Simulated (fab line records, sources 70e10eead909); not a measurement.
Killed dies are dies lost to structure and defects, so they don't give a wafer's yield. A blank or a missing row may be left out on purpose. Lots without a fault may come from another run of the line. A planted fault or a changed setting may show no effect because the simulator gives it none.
Chamber matching | flow nand_harc | NHARC_A_CHANNEL_HOLE_D1_ETCH_38 on rie_diel-11: 4 sister chambers
The step etches the open film in CF4, target depth 39 nm, time 65 s. 7 wafers are shown with their chamber, then 7 later ones without.

WAFERS WITH THEIR CHAMBER
wafer  | chamber | rf_vpp_V (V) | oes_product_au (a.u.)
L499.3 | 3       | 153.0        | 1.002
L506.6 | 2       | 152.7        | 0.996
L507.3 | 0       | 149.5        | 1.017
L509.5 | 0       | 149.7        | 1.002
L509.6 | 1       | 152.5        | 0.989
L511.2 | 1       | 152.5        | 0.989
L511.4 | 2       | 154.0        | 0.993

WAFERS WITHOUT THEIR CHAMBER
wafer  | rf_vpp_V (V) | oes_product_au (a.u.)
L511.5 | 151.5        | 1.001
L512.2 | 153.1        | 1.005
L512.3 | 148.6        | 1.003
L512.4 | 153.0        | 1.007
L513.2 | 152.7        | 1.001
L513.3 | 150.8        | 1.008
L513.6 | 153.0        | 0.989

WHICH CHAMBER EACH WENT THROUGH
wafer  | from the rows above               | in truth
L511.5 | can't be placed: 1 or 3 or 2 or 0 | 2
L512.2 | can't be placed: 3 or 2           | 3
L512.3 | 0                                 | 0
L512.4 | can't be placed: 3 or 2           | 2
L513.2 | can't be placed: 3 or 2 or 1      | 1
L513.3 | can't be placed: 0 or 3           | 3
L513.6 | can't be placed: 1 or 2 or 3      | 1
Placed correctly: 1 of 7. Can't be placed from these rows: 6 (the true chamber is among the candidates in 6). Placed wrongly: 0.
How it was worked out, from the rows above alone: a wafer's distance from a chamber is the root of the sum, over the readings, of the square of ((its reading less the chamber's mean) divided by the reading's scatter). The wafer belongs to the nearest chamber; if the next one is less than 2 further off, it can't be placed. A chamber's mean is the mean of its shown wafers. The scatter: the root of (the sum of the squares of (reading less its chamber's mean) over the shown wafers, divided by (wafers less chambers)).
